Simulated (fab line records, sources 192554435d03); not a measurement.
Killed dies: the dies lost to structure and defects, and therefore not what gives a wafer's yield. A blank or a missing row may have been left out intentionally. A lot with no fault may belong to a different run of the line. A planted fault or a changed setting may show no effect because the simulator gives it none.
Split-lot trial ; flow n5Finfet ; on a route of 1938 steps: 7 lots, 21 wafers read

SPLIT DETAILS
At N5_BEOL_M11_EXPOSE_08 (exposes mask M11), the setting doseMj was moved away from the recipe's 53.75 on 7 of the 21 wafers read, by -7.0% to +2.9%. The other wafers ran this setting at the recipe's value.

FROM THE SPLIT TO THE READING: what the file shows between them, 2 steps
- N5_BEOL_M11_PEB_09: peb time 60 s
- N5_BEOL_M11_DEVELOP_10: develop time 30 s

THE READING
cdNm at N5_BEOL_M11_CD_MEAS_11, given in nm (cd target 64.1 nm). A value of 64.0 nm with a standard deviation of 0.75 nm is what fault-free wafers of this fab line usually give.

wafer;tool, chamber at the split;doseMj as run;against the recipe;cdNm, nm;against lot-mates on the recipe
L075.1;arfiScanner-03, 0;53.75;recipe;64.2;-
L075.3;arfiScanner-03, 0;49.98;-7.0%;60.4;-3.8
L075.6;arfiScanner-03, 0;49.98;-7.0%;60.4;-3.8
L076.4;arfiScanner-02, 0;55.31;+2.9%;66.8;+2.2
L076.5;arfiScanner-02, 0;53.75;recipe;64.4;-
L076.6;arfiScanner-02, 0;53.75;recipe;64.7;-
L078.2;arfiScanner-02, 0;51.19;-4.8%;62.1;no lot-mate on the recipe
L078.3;arfiScanner-02, 0;51.19;-4.8%;62.2;no lot-mate on the recipe
L078.5;arfiScanner-02, 0;51.19;-4.8%;61.6;no lot-mate on the recipe
L082.1;arfiScanner-03, 0;53.75;recipe;64.3;-
L082.3;arfiScanner-03, 0;53.75;recipe;63.4;-
L082.4;arfiScanner-03, 0;53.75;recipe;64.5;-
L083.2;arfiScanner-03, 0;54.87;+2.1%;65.7;+0.2
L083.4;arfiScanner-03, 0;53.75;recipe;65.4;-
L083.6;arfiScanner-03, 0;53.75;recipe;65.5;-
L087.3;arfiScanner-02, 0;53.75;recipe;63.3;-
L087.5;arfiScanner-02, 0;53.75;recipe;63.7;-
L087.6;arfiScanner-02, 0;53.75;recipe;63.9;-
L089.2;arfiScanner-01, 0;53.75;recipe;64.1;-
L089.3;arfiScanner-01, 0;53.75;recipe;64.1;-
L089.6;arfiScanner-01, 0;53.75;recipe;63.9;-

THE FIT
A straight line over all 21 wafers: cdNm changes by +0.556 nm for each +1% of doseMj; r = +0.94; the points scatter about the line by 0.59 nm.
The same after taking each lot's own level away (the mean of its wafers on the recipe; 18 wafers): +0.542 nm for each +1%; r = +0.97; scatter 0.37 nm.
That fit puts the effect of the largest move of doseMj on the reading at 3.8 nm.
The lots' own levels span 63.63 to 65.45 nm, that is 2.4 times the standard deviation above.
So the lot-to-lot level changes the slope little: the two slopes agree.
Check: -3.82 nm against its lot-mates is what the line predicts for one of the wafers moved furthest among these (-7.0%) when that wafer is left out of the fit. It came out at -3.8 nm against them.

THE WHOLE CHAIN: every reading that the file lists as answering this split, in the file's order
step;what it does;reading;change (the file's fit);r (the file's)
N5_BEOL_M11_CD_MEAS_11;target cd 64.1 nm;cdNm;+0.548 nm for each +1% of the setting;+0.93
N5_BEOL_M11_ETCH_61;etches SiARC in CF4, target depth 39 nm, time 65 s;BEOL_M11.cdOffsetNm (the simulator's own value, which no gauge read);+0.514 nm for each +1% of the setting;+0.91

FILE'S OWN FIT
cdNm changes by +0.548 nm for each +1% of doseMj, r = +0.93.
